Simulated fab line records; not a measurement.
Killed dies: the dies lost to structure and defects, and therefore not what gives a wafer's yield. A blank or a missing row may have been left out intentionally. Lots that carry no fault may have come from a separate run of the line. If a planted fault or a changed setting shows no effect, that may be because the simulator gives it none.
fab line records    flow n5Finfet
record: lots: 10  wafers: 28  lastDay: 18
route steps=1938 shown HKMG_FIN@421 BEOL_M4@1111 PASSIVATION@1936
lots untouched by any fault: they come from a run of this same line in which no faults occurred
startH: start of the lot's first displayed wafer, in hours after the record's first day    waitH: time in hours since the lot's previous step    " the same as in the row above    L1.1+2: one row covering several wafers at once    - no value, or no start given    * or withheld: withheld    < > ~ a bound
route shown NAME@n: a module of which the file shows steps, and the number in the route of the first    usual: mean/standard deviation of fault-free wafers    same: alike in all rows    chamber/n: place in a boat    sites: each site's reading    _std_site: standard deviation across them    _edge_site: outer sites' mean less inner sites'    radiusMm: how far each site lies from the wafer's centre    mask NAME#n: copy n    behind: the tool/chamber that last shaped the wafer    hold: why the lot was held/for how many hours/how that ended    device: whichever transistor did not switch (one of n, p or np)    end of line: the same wafers' tests at the end of the route    step lacking rows: just its recipe    killed: at the first sort, the dies lost to defects and structure; wafer yield is something else    map: the dies of a wafer, with x for killed, . for not killed, _ for no die there
set.NAME: setting as actually run; set.NAME@STEP: the setting as run at that earlier step    model.NAME: the simulator's own value behind a step, which no gauge read
one table for each step of the route and one row for each wafer, over a sample of lots
services: a tool's chamber out of use, with start hour (startH, from the record's first day; less than 0 if before it), hours out, and reason
== steps ==
step: N5_HKMG_FIN_PWFM_ALD_03
recipe: material: TiN  targetThkA: 20  tempC: 400  aldPrecursorFamily: TiCl4  aldCoReactant: NH3  pulseTimeS: 1  purgeTimeS: 3  coReactantPurgeTimeS: 2  coReactantPulseTimeS: 2  aldCycles: 91  pressureTorr: 3
usual: coReactantPulseTimeS: 2/0  heaterPowerW: 848/82  precursorPulseHeightRel: 1.002/0.02
same: coReactantPurgeTimeS: 2
lot.wafer  tool         chamber  startH  waitH  coReactantPulseTimeS  heaterPowerW  precursorPulseHeightRel
L345.3     aldMetal-03  2        90.71   0.0    2                     916           1.017
L345.4     "            1        "       "      2                     926           0.969
L345.6     "            0        "       "      2                     978           0.964
L346.2     aldMetal-02  0        103.29  0.0    2                     721           0.987
L346.4     "            0        "       "      2                     725           0.972
L346.6     "            2        "       "      2                     874           1.004
L347.3     aldMetal-02  0        107.43  0.3    2                     719           1.020
L347.4     "            2        "       "      2                     867           0.980
L347.5     "            0        "       "      2                     726           0.981
L349.1     aldMetal-03  1        120.24  0.0    2                     897           0.976
L349.2     "            3        "       "      2                     819           1.008
L356.3     aldMetal-02  0        162.61  0.0    2                     735           0.973
L356.5     "            1        "       "      2                     826           1.024
L356.6     "            0        "       "      2                     718           1.008
L360.2     aldMetal-03  3        181.59  0.0    2                     842           1.009
L360.4     "            1        "       "      2                     912           1.008
L360.5     "            3        "       "      2                     834           0.989
L361.2     aldMetal-04  3        191.00  0.0    2                     862           0.982
L361.3     "            1        "       "      2                     938           1.008
L361.4     "            1        "       "      2                     958           1.009
L362.1     aldMetal-02  0        193.02  0.0    2                     713           0.959
L362.2     "            2        "       "      2                     847           1.027
L363.2     aldMetal-04  3        200.41  0.0    2                     845           1.003
L363.5     "            0        "       "      2                     696           1.004
L363.6     "            3        "       "      2                     868           1.000
L364.2     aldMetal-02  2        207.31  0.0    2                     868           1.004
L364.3     "            3        "       "      2                     868           0.982
L364.5     "            0        "       "      2                     713           0.991
step: N5_HKMG_FIN_ALD_91
recipe: material: TiN  targetThkA: 10  tempC: 400  aldPrecursorFamily: TiCl4  aldCoReactant: NH3  pulseTimeS: 1  purgeTimeS: 3  coReactantPurgeTimeS: 2  coReactantPulseTimeS: 2  aldCycles: 47  pressureTorr: 3
usual: coReactantPulseTimeS: 2/0  heaterPowerW: 870/83  precursorPulseHeightRel: 0.998/0.021
same: coReactantPurgeTimeS: 2
lot.wafer  tool         chamber  startH  waitH  coReactantPulseTimeS  heaterPowerW  precursorPulseHeightRel
L345.3     aldMetal-02  2        92.71   0.1    2                     871           0.970
L345.4     "            1        "       "      2                     848           0.985
L345.6     "            3        "       "      2                     888           0.974
L346.2     aldMetal-03  1        105.67  0.3    2                     919           0.979
L346.4     "            3        "       "      2                     827           1.021
L346.6     "            1        "       "      2                     918           0.958
L347.3     aldMetal-03  3        110.91  0.1    1.3004                827           0.979
L347.4     "            2        "       "      2                     922           0.962
L347.5     "            0        "       "      2                     1023          1.010
L349.1     aldMetal-03  1        122.17  0.3    2                     925           1.012
L349.2     "            0        "       "      1.3004                1048          0.980
L356.3     aldMetal-04  1        164.52  0.1    2                     939           0.970
L356.5     "            1        "       "      2                     945           1.022
L356.6     "            2        "       "      2                     794           0.967
L360.2     aldMetal-04  2        183.66  0.3    2                     797           0.959
L360.4     "            2        "       "      2                     789           0.989
L360.5     "            3        "       "      2                     870           0.989
L361.2     aldMetal-04  3        193.20  0.3    2                     865           0.970
L361.3     "            1        "       "      2                     958           1.035
L361.4     "            1        "       "      2                     952           1.021
L362.1     aldMetal-02  1        195.58  0.3    2                     835           1.006
L362.2     "            3        "       "      2                     870           0.988
L363.2     aldMetal-03  3        202.19  0.3    2                     824           1.006
L363.5     "            2        "       "      2                     906           1.012
L363.6     "            3        "       "      2                     825           1.020
L364.2     aldMetal-03  2        210.04  0.3    2                     919           1.006
L364.3     "            0        "       "      2                     1024          0.995
L364.5     "            2        "       "      2                     911           1.011
step: N5_HKMG_FIN_STRIP_89
recipe: chemistry: N2/H2  material: SOC  timeS: 20  powerW: 500  tempC: 40  pressureMtorr: 50  rfFrequencyHz: 6e+07  biasPowerW: 8  h2Frac: 0.5  n2FlowSccm: 300  h2FlowSccm: 300
usual: drypumpMotorCurrentA: 5.8/0.31  oesProductAu: 0.81/0.09  rfFwdPowerW: 497.2/1.9  rfVppV: 54.4/0.92  showerheadPlenumPTorr: 3.40/0.11  throttleValvePct: 19.1/0.57
same: timeS: 20
lot.wafer  tool        chamber  startH  waitH  drypumpMotorCurrentA  oesProductAu  rfFwdPowerW  rfHoursCounterH  rfVppV  showerheadPlenumPTorr  throttleValvePct
L345.3     rieDiel-03  2        93.11   0.0    6.2                   0.88          495.8        31               55.4    3.56                   19.1
L345.4     "           3        "       "      5.3                   0.89          495.3        -                55.3    3.45                   19.2
L345.6     "           0        "       "      5.7                   0.69          495.2        -                54.1    3.47                   19.5
L346.2     rieDiel-03  2        106.19  0.0    6.2                   0.87          496.8        36               54.9    3.56                   19.1
L346.4     "           0        "       "      5.7                   0.69          492.9        -                52.8    3.47                   19.5
L346.6     "           2        "       "      6.2                   0.87          495.5        -                53.6    3.56                   19.1
L347.3     rieDiel-05  3        111.38  0.0    5.8                   0.80          500.0        144              55.0    3.38                   20.0
L347.4     "           0        "       "      5.6                   0.72          495.5        200              55.4    3.33                   19.0
L347.5     "           1        "       "      5.3                   0.80          497.7        -                55.2    3.55                   18.6
L349.1     rieDiel-03  3        122.57  0.0    5.3                   0.86          495.4        42               53.9    3.44                   19.2
L349.2     "           2        "       "      6.2                   0.86          495.4        47               54.7    3.55                   19.1
L356.3     rieDiel-05  1        164.92  0.0    5.3                   0.79          497.8        94               54.2    3.54                   18.7
L356.5     "           3        "       "      5.9                   0.78          498.0        -                54.9    3.37                   20.1
L356.6     "           2        "       "      6.1                   0.93          495.7        -                51.9    3.38                   18.1
L360.2     rieDiel-04  0        184.07  0.0    5.4                   0.70          498.3        198              55.0    3.17                   18.6
L360.4     "           3        "       "      6.2                   0.92          494.2        35               53.5    3.26                   18.5
L360.5     "           0        "       "      5.4                   0.69          501.6        -                52.1    3.17                   18.6
L361.2     rieDiel-05  2        193.60  0.0    6.1                   0.90          497.2        35               54.0    3.37                   18.1
L361.3     "           3        "       "      5.9                   0.79          501.0        178              53.8    3.36                   20.1
L361.4     "           0        "       "      5.6                   0.70          499.7        232              54.3    3.32                   19.1
L362.1     rieDiel-03  3        195.99  0.0    5.3                   0.82          496.5        72               52.5    3.43                   19.2
L362.2     "           0        "       "      5.7                   0.94          495.5        14               55.6    3.45                   19.2
L363.2     rieDiel-04  2        202.59  0.0    5.9                   0.87          495.2        29               53.3    3.31                   19.6
L363.5     "           2        "       "      5.9                   0.86          493.9        -                54.3    3.31                   19.6
L363.6     "           1        "       "      6.0                   0.67          496.6        -                53.7    3.18                   18.5
L364.2     rieDiel-05  2        210.44  0.0    6.2                   0.89          497.3        41               55.9    3.37                   18.1
L364.3     "           3        "       "      5.9                   0.77          500.7        186              56.7    3.36                   20.1
L364.5     "           3        "       "      5.8                   0.77          500.9        -                55.0    3.36                   20.1
step: N5_HKMG_FIN_ALD_71
recipe: material: TiN  targetThkA: 10  tempC: 400  aldPrecursorFamily: TiCl4  aldCoReactant: NH3  pulseTimeS: 1  purgeTimeS: 3  coReactantPurgeTimeS: 2  coReactantPulseTimeS: 2  aldCycles: 47  pressureTorr: 3
usual: coReactantPulseTimeS: 2/0  heaterPowerW: 844/83  precursorPulseHeightRel: 0.997/0.019
same: coReactantPurgeTimeS: 2
lot.wafer  tool         chamber  startH  waitH  coReactantPulseTimeS  heaterPowerW  precursorPulseHeightRel
L345.3     aldMetal-02  1        93.78   0.0    2                     826           1.001
L345.4     "            3        "       "      2                     870           1.000
L345.6     "            1        "       "      2                     848           1.012
L346.2     aldMetal-02  2        106.86  0.0    2                     858           1.004
L346.4     "            0        "       "      2                     716           1.042
L346.6     "            2        "       "      2                     842           0.993
L347.3     aldMetal-02  2        112.05  0.0    2                     862           0.974
L347.4     "            0        "       "      2                     728           1.005
L347.5     "            1        "       "      2                     824           1.001
L349.1     aldMetal-02  0        123.25  0.0    2                     709           0.988
L349.2     "            2        "       "      2                     835           0.987
L356.3     aldMetal-04  3        165.66  0.0    2                     865           0.971
L356.5     "            0        "       "      2                     713           0.996
L356.6     "            3        "       "      2                     874           0.978
L360.2     aldMetal-03  0        184.85  0.0    2                     996           0.968
L360.4     "            3        "       "      2                     843           0.994
L360.5     "            0        "       "      2                     997           1.037
L361.2     aldMetal-03  0        194.34  0.0    2                     1003          0.993
L361.3     "            1        "       "      2                     917           1.023
L361.4     "            3        "       "      2                     819           1.030
L362.1     aldMetal-02  1        196.66  0.0    2                     841           0.971
L362.2     "            0        "       "      2                     738           0.999
L363.2     aldMetal-02  2        203.26  0.0    2                     862           1.030
L363.5     "            2        "       "      2                     840           0.986
L363.6     "            3        "       "      2                     876           0.977
L364.2     aldMetal-04  3        211.25  0.0    2                     844           0.990
L364.3     "            1        "       "      2                     954           0.963
L364.5     "            1        "       "      2                     934           1.006
step: N5_BEOL_M4_RC_MEAS_101
usual: DIBL_N: 36.2/2.4  DIBL_P: 36.2/2.6  IOFF_N: 0.16/0.045  IOFF_P: 0.21/0.046  ION_N: 674/17  ION_P: 463/11  SS_N: 71.5/0.77  SS_P: 73.1/0.76  VT_N: 250/3.9  VT_P: -250/3.9
lot.wafer  tool       chamber  startH  waitH  DIBL_N[mV/V]  DIBL_P[mV/V]  IOFF_N[nA/um]  IOFF_P[nA/um]  ION_N[uA/um]  ION_P[uA/um]  SS_N[mV/dec]  SS_P[mV/dec]  VT_N[mV]  VT_P[mV]
L345.3     prober-01  0        178.94  0.3    36.5          38.4          0.18           0.25           678           464           71.1          73.2          247       -246
L345.4     "          0        "       "      37.6          38.5          0.20           0.26           701           476           71.8          73.6          245       -246
L345.6     "          0        "       "      35.0          35.3          0.13           0.19           649           453           70.9          72.6          255       -250
L346.2     prober-01  0        185.97  0.2    37.8          36.7          0.15           0.17           669           445           72.4          73.7          253       -258
L346.4     "          0        "       "      38.2          37.9          0.16           0.20           678           464           71.1          74.5          250       -256
L346.6     "          0        "       "      36.8          35.4          0.12           0.16           644           438           72.1          73.0          257       -257
L347.3     prober-01  0        188.56  0.3    35.7          35.2          0.18           0.18           670           450           71.9          72.6          249       -255
L347.4     "          0        "       "      33.3          34.2          0.12           0.17           652           453           70.8          72.6          254       -253
L347.5     "          0        "       "      34.0          35.0          0.12           0.19           651           457           70.7          72.9          256       -251
L356.3     prober-01  0        254.58  0.3    39.9          39.5          0.23           0.33           676           469           73.1          74.4          246       -244
L356.5     "          0        "       "      36.7          35.6          0.16           0.24           674           469           71.7          73.7          250       -247
L356.6     "          0        "       "      36.6          35.2          0.16           0.24           696           476           71.7          73.8          250       -246
L360.2     prober-02  0        279.63  0.2    37.8          38.2          0.20           0.24           681           466           71.0          73.6          243       -247
L360.4     "          0        "       "      36.7          37.2          0.18           0.22           684           465           71.7          73.4          248       -251
L360.5     "          0        "       "      36.5          35.5          0.17           0.19           670           459           71.9          72.6          248       -249
L361.2     prober-01  0        292.24  0.2    34.2          33.9          0.14           0.18           684           469           70.8          72.9          252       -252
L361.3     "          0        "       "      37.1          35.9          0.18           0.22           680           471           71.7          73.4          252       -249
L361.4     "          0        "       "      35.1          34.9          0.14           0.21           660           455           72.4          72.9          251       -246
L362.1     prober-02  0        294.34  0.0    37.1          36.7          0.18           0.21           680           467           72.7          73.1          248       -250
L362.2     "          0        "       "      35.6          35.6          0.15           0.20           657           448           71.6          73.5          252       -252
L363.2     prober-01  0        300.46  0.2    34.8          33.8          0.12           0.17           681           468           71.7          72.6          251       -254
L363.5     "          0        "       "      37.0          35.0          0.15           0.19           644           444           71.8          72.1          253       -253
L363.6     "          0        "       "      40.3          41.5          0.24           0.32           707           482           72.2          73.8          243       -244
L364.2     prober-02  0        309.45  0.2    35.4          35.4          0.14           0.22           663           456           70.9          73.0          250       -248
L364.3     "          0        "       "      33.3          32.2          0.10           0.17           647           452           70.8          72.6          258       -251
L364.5     "          0        "       "      34.5          34.5          0.13           0.21           674           474           71.5          72.9          255       -250
L349.1     prober-01  0        311.19  0.0    33.7          33.3          0.11           0.15           652           452           70.0          72.7          253       -254
L349.2     "          0        "       "      37.9          38.3          0.18           0.21           679           461           71.9          73.6          246       -249
step: N5_PASSIVATION_PROBE_49
usual: defectLimitedYield: 91.2/1.4  killed_at_M0_to_M3: 33/9.5  killed_at_M4_up: 13/4.7  killedAtContacts: 11/5.3  killedAtFrontEnd: 42/12  killedAtOther: 5/3.3  killedDies: 104/17  killedOpen: 67/12  killedShort: 33/7.7  sort_bin_5_function: 5.1/0.94  sort_bin_6_memory: 3.3/0.67  sort_bin_8_speed: 0.1/1.3  sortNPass: 1074/24  sortYieldPct: 91.1/2
same: grossDies: 1180  killedAtBackSide: 0  sort_bin_4_leakage[%]: 0
lot.wafer  tool       chamber  startH  waitH  defectLimitedYield[%]  killed_at_M0_to_M3  killed_at_M4_up  killedAtContacts  killedAtFrontEnd  killedAtOther  killedDies  killedOpen  killedShort  sort_bin_5_function[%]  sort_bin_6_memory[%]  sort_bin_8_speed[%]  sortNPass  sortYieldPct[%]
L347.3     prober-01  -        279.41  0.1    89.0                   26                  12               20                69                3              130         91          32           5.8                     4.5                   0                    1050       89.0
L349.2     prober-01  -        423.81  0.1    91.4                   35                  13               23                27                4              102         61          25           5.4                     2.4                   0                    1078       91.4
killed by level:class
L347.3 STI_FIN_REVEAL:geometricParticle:open=18 MOL_CONTACT_COAG:geometricParticle:open=16 ILD0:geometricParticle:short=8 BEOL_M2:geometricParticle:open=8 BEOL_M3:geometricParticle:open=8 BEOL_M4:geometricParticle:open=8 GATE_CUT:geometricParticle:short=6 GATE_CUT:geometricParticle:open=6
L349.2 MOL_CONTACT_COAG:geometricParticle:open=16 BEOL_M3:geometricParticle:open=8 BEOL_M2:geometricParticle:open=7 BEOL_M1:geometricParticle:open=6 HKMG_FIN:areaAld=6 DUMMY_GATE:geometricParticle:open=5 BEOL_M4:geometricParticle:open=5 MOL_CONTACT_COAG:areaEtch=5
== services ==
tool         chamber  startH  hours  kind
rieDiel-05   2        71.65   3.2    repair
rieDiel-05   1        71.87   4.6    repair
rieDiel-05   2        77.21   -      clean
rieDiel-05   2        77.21   -      consumableReplace:focusRing
rieDiel-05   2        77.21   19.9   scheduledDown
rieDiel-05   2        77.21   19.9   ventCycle
rieDiel-03   1        92.52   -      clean
rieDiel-03   1        92.52   -      consumableReplace:focusRing
rieDiel-03   1        92.52   24.2   scheduledDown
rieDiel-03   1        92.52   24.2   ventCycle
aldMetal-02  1        99.56   10.5   repair
rieDiel-04   -        102.73  1.1    repair
aldMetal-02  3        107.14  4.9    repair
aldMetal-03  2        112.37  26.4   repair
rieDiel-05   2        126.24  11.1   repair
aldMetal-04  -        133.89  0.6    repair
aldMetal-03  0        136.44  27.4   repair
rieDiel-03   0        141.00  -      clean
rieDiel-03   0        141.00  -      consumableReplace:focusRing
rieDiel-03   0        141.00  21.1   scheduledDown
rieDiel-03   0        141.00  21.1   ventCycle
aldMetal-04  0        170.61  24.0   repair
rieDiel-03   3        191.96  1.7    repair
rieDiel-03   0        210.20  8.6    repair
== key ==
firstSign: step: N5_HKMG_FIN_ALD_91  reading: coReactantPulseTimeS  direction: down  sigmas: 99+  usual: *  struck: *
effect none on later readings
metAt N5_HKMG_FIN_ALD_91
struckLots L347,L349
struckWafers L347.3,L349.2
notActingAt N5_HKMG_FIN_PWFM_ALD_03,N5_HKMG_FIN_STRIP_89,N5_HKMG_FIN_ALD_71
onsetBetween 105.67 110.91
fault: kind: processParameterDrift  tool: aldMetal-03  chamber: -  onsetH: 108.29  steps: N5_HKMG_FIN_ALD_91  channel: coReactantPulseTimeS  offset: *  shape: step  endH: 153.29  scope: struckWafersOnly  actsIn: *  stated: *
